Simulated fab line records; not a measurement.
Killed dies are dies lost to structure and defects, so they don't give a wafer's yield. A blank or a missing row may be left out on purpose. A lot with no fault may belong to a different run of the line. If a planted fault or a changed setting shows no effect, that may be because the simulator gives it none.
Matching of chambers ; flow n5Finfet ; N5_BEOL_M2_ETCH_70 on rieDiel-03: 4 sister chambers
The step etches SOC in N2/H2, target depth 80 nm, overetch 24 nm, time 130 s. 8 wafers are shown with their chamber, then 8 later ones without.

## WAFERS PAIRED WITH THEIR CHAMBERS
wafer;chamber;showerheadPlenumPTorr (Torr);drypumpMotorCurrentA (A)
L075.1;0;2.40;5.5
L081.4;2;2.48;5.9
L082.4;0;2.40;5.5
L085.4;3;2.68;5.6
L085.5;2;2.47;5.9
L086.3;3;2.67;5.6
L086.4;1;2.47;6.7
L093.1;1;2.47;6.8

## WAFERS WITHOUT THEIR CHAMBER
wafer;showerheadPlenumPTorr (Torr);drypumpMotorCurrentA (A)
L093.3;2.67;5.7
L093.4;2.71;5.5
L096.1;2.67;5.6
L096.2;2.46;6.7
L096.5;2.46;6.7
L097.2;2.46;5.9
L097.3;2.46;6.7
L097.6;2.67;5.6

## WHICH CHAMBER EACH WENT THROUGH
wafer;from the rows above;in truth
L093.3;3;3
L093.4;3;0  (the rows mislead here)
L096.1;3;3
L096.2;1;1
L096.5;1;1
L097.2;2;2
L097.3;1;1
L097.6;3;3
Correct placement for 7 of the 8. From these rows, 0 cannot be placed. Placed wrongly: 1.
How it was worked out, from the rows above alone: a wafer's distance from a chamber is the root of the sum, over the readings, of the square of ((its reading less the chamber's mean) divided by the reading's scatter). If the next closest chamber is less than 2 further off than the closest, the wafer can't be placed; otherwise it belongs to the closest. The mean given for a chamber averages the wafers shown for that chamber. How the scatter is found: for the shown wafers, subtract from each reading the mean of its chamber, square and add these, divide the total by (wafers less chambers), then take the root.
